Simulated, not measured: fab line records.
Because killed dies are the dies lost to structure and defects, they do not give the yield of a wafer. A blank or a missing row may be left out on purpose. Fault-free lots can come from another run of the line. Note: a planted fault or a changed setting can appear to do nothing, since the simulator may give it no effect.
Chamber matching / flow n5_finfet / N5_BEOL_M0_ETCH_109 on rie_diel-01: 4 sister chambers
The step etches SiCN in CH3F/O2, target depth 8 nm, overetch 2.4 nm, time 27.4 s. 14 wafers are shown with their chamber, then 7 later ones without.

WAFERS WITH THEIR CHAMBER
wafer=L079.3; chamber=0; showerhead_plenum_p_Torr (Torr)=2.11; drypump_motor_current_A (A)=5.7; throttle_valve_pct (%)=16.28
wafer=L079.5; chamber=2; showerhead_plenum_p_Torr (Torr)=1.95; drypump_motor_current_A (A)=6.2; throttle_valve_pct (%)=16.40
wafer=L079.6; chamber=1; showerhead_plenum_p_Torr (Torr)=2.03; drypump_motor_current_A (A)=5.8; throttle_valve_pct (%)=16.26
wafer=L081.1; chamber=2; showerhead_plenum_p_Torr (Torr)=1.95; drypump_motor_current_A (A)=6.2; throttle_valve_pct (%)=16.39
wafer=L081.3; chamber=1; showerhead_plenum_p_Torr (Torr)=2.03; drypump_motor_current_A (A)=5.8; throttle_valve_pct (%)=16.29
wafer=L081.6; chamber=0; showerhead_plenum_p_Torr (Torr)=2.11; drypump_motor_current_A (A)=5.7; throttle_valve_pct (%)=16.31
wafer=L083.1; chamber=2; showerhead_plenum_p_Torr (Torr)=1.95; drypump_motor_current_A (A)=6.2; throttle_valve_pct (%)=16.42
wafer=L083.4; chamber=1; showerhead_plenum_p_Torr (Torr)=2.02; drypump_motor_current_A (A)=5.8; throttle_valve_pct (%)=16.30
wafer=L083.6; chamber=1; showerhead_plenum_p_Torr (Torr)=2.02; drypump_motor_current_A (A)=5.8; throttle_valve_pct (%)=16.29
wafer=L089.2; chamber=3; showerhead_plenum_p_Torr (Torr)=2.01; drypump_motor_current_A (A)=5.6; throttle_valve_pct (%)=16.51
wafer=L089.4; chamber=2; showerhead_plenum_p_Torr (Torr)=1.94; drypump_motor_current_A (A)=6.2; throttle_valve_pct (%)=16.45
wafer=L089.5; chamber=1; showerhead_plenum_p_Torr (Torr)=2.02; drypump_motor_current_A (A)=5.7; throttle_valve_pct (%)=16.32
wafer=L093.1; chamber=3; showerhead_plenum_p_Torr (Torr)=2.01; drypump_motor_current_A (A)=5.6; throttle_valve_pct (%)=16.52
wafer=L093.3; chamber=0; showerhead_plenum_p_Torr (Torr)=2.10; drypump_motor_current_A (A)=5.8; throttle_valve_pct (%)=16.35

SIGNATURES, as means of the wafers listed above
reading=showerhead_plenum_p_Torr; chamber 0=2.1067; chamber 1=2.0240; chamber 2=1.9475; chamber 3=2.0100; scatter within a chamber=0.00512
reading=drypump_motor_current_A; chamber 0=5.733; chamber 1=5.780; chamber 2=6.200; chamber 3=5.600; scatter within a chamber=0.0383
reading=throttle_valve_pct; chamber 0=16.3133; chamber 1=16.2920; chamber 2=16.4150; chamber 3=16.5150; scatter within a chamber=0.0255
Rule: for each reading, subtract the chamber's mean from the wafer's reading, divide by that reading's scatter and square the result; add these up over the readings and take the root, which gives the wafer's distance from the chamber. The wafer belongs to the nearest chamber; if the next one is less than 2 further off, it can't be placed. The scatter: take each reading less its chamber's mean, square it, sum over the shown wafers, divide by the number of wafers less the number of chambers, and take the root.

WAFERS WITHOUT THEIR CHAMBER
wafer=L093.5; showerhead_plenum_p_Torr (Torr)=1.94; drypump_motor_current_A (A)=6.2; throttle_valve_pct (%)=16.45
wafer=L095.1; showerhead_plenum_p_Torr (Torr)=2.00; drypump_motor_current_A (A)=5.6; throttle_valve_pct (%)=16.55
wafer=L095.2; showerhead_plenum_p_Torr (Torr)=2.01; drypump_motor_current_A (A)=5.7; throttle_valve_pct (%)=16.34
wafer=L095.4; showerhead_plenum_p_Torr (Torr)=1.94; drypump_motor_current_A (A)=6.2; throttle_valve_pct (%)=16.47
wafer=L094.1; showerhead_plenum_p_Torr (Torr)=1.94; drypump_motor_current_A (A)=6.3; throttle_valve_pct (%)=16.47
wafer=L094.4; showerhead_plenum_p_Torr (Torr)=2.00; drypump_motor_current_A (A)=5.6; throttle_valve_pct (%)=16.54
wafer=L094.5; showerhead_plenum_p_Torr (Torr)=1.94; drypump_motor_current_A (A)=6.2; throttle_valve_pct (%)=16.48

EACH ONE'S CHAMBER
wafer=L093.5; from the rows above=2; in truth=2
wafer=L095.1; from the rows above=3; in truth=3
wafer=L095.2; from the rows above=1; in truth=1
wafer=L095.4; from the rows above=2; in truth=2
wafer=L094.1; from the rows above=2; in truth=2
wafer=L094.4; from the rows above=3; in truth=3
wafer=L094.5; from the rows above=2; in truth=2
Correct placement for 7 of the 7. Left unplaced by these rows: 0. Wrongly placed: 0.
